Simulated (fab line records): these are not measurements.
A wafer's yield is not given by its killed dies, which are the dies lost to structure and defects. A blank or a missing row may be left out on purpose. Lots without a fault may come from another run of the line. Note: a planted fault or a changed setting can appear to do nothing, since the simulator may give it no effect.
Which of the tools did it? + flow nand_harc + at 1 step of a route of 1302, 12 lots with 36 wafers sampled

WHAT THE GAUGES SHOWED, per wafer
NHARC_P_GATE_CD_MEAS_11: target cd 1640 nm.
| lot  | measured     | on        | cd_nm (nm)           |
|------|--------------|-----------|----------------------|
| L533 | day 4 13:55  | cd_sem-02 | 1640.8 1639.5 1641.4 |
| L534 | day 4 21:50  | cd_sem-01 | 1640.0 1639.7 1641.5 |
| L537 | day 6 03:45  | cd_sem-02 | 1638.8 1637.6 1640.9 |
| L538 | day 6 12:24  | cd_sem-01 | 1639.2 1639.4 1640.3 |
| L539 | day 6 21:26  | cd_sem-01 | 1641.6 1640.8 1641.3 |
| L547 | day 10 09:08 | cd_sem-02 | 1641.5 1642.6 1639.5 |
| L548 | day 11 02:16 | cd_sem-03 | 1640.6 1641.2 1637.4 |
| L550 | day 11 14:58 | cd_sem-02 | 1638.5 1640.1 1642.0 |
| L553 | day 12 22:47 | cd_sem-02 | 1640.0 1642.6 1639.9 |
| L554 | day 13 07:56 | cd_sem-02 | 1638.0 1637.9 1637.4 |
| L555 | day 13 07:58 | cd_sem-03 | 1641.2 1639.3 1638.8 |
| L556 | day 13 21:33 | cd_sem-03 | 1638.9 1642.7 1639.9 |

WHICH TOOL RAN EACH LOT (tool, then ch and the chambers of the sampled wafers, then the start)
The record shows no process step preceding these readings.

AS READ BY THE TOOLS THEMSELVES (means over the sampled wafers that have a number; for cases with no such wafer, the mark the record gives instead)
The record holds no such reading with a usual standard deviation.

THE ANSWER, worked out from the rows above alone
Rule: usual is defined by the lots themselves. Put in order of their means at a reading, lots are off if they are a third of the lots or fewer, leave a main group of 4 or more, and stand apart from it by a gap of 3 or more times the standard deviation of the main group's means; of several such gaps the widest counts. A main group whose means are all the same, to the digits that the tables above print for the reading, isn't used. Also off: a lot with no number at a reading for which 4 or more lots have one. Any other lot the step has rows for is counted as sound. First the gauges in route order, then the tools' own readings, where a lot's mean is used as printed above. At the first step where some lot is off, the reading lying furthest off is the one used; lots without a number count as furthest.
Nothing can be told from this: no lot is off at any reading shown.

WHAT THE SIMULATOR PUT IN
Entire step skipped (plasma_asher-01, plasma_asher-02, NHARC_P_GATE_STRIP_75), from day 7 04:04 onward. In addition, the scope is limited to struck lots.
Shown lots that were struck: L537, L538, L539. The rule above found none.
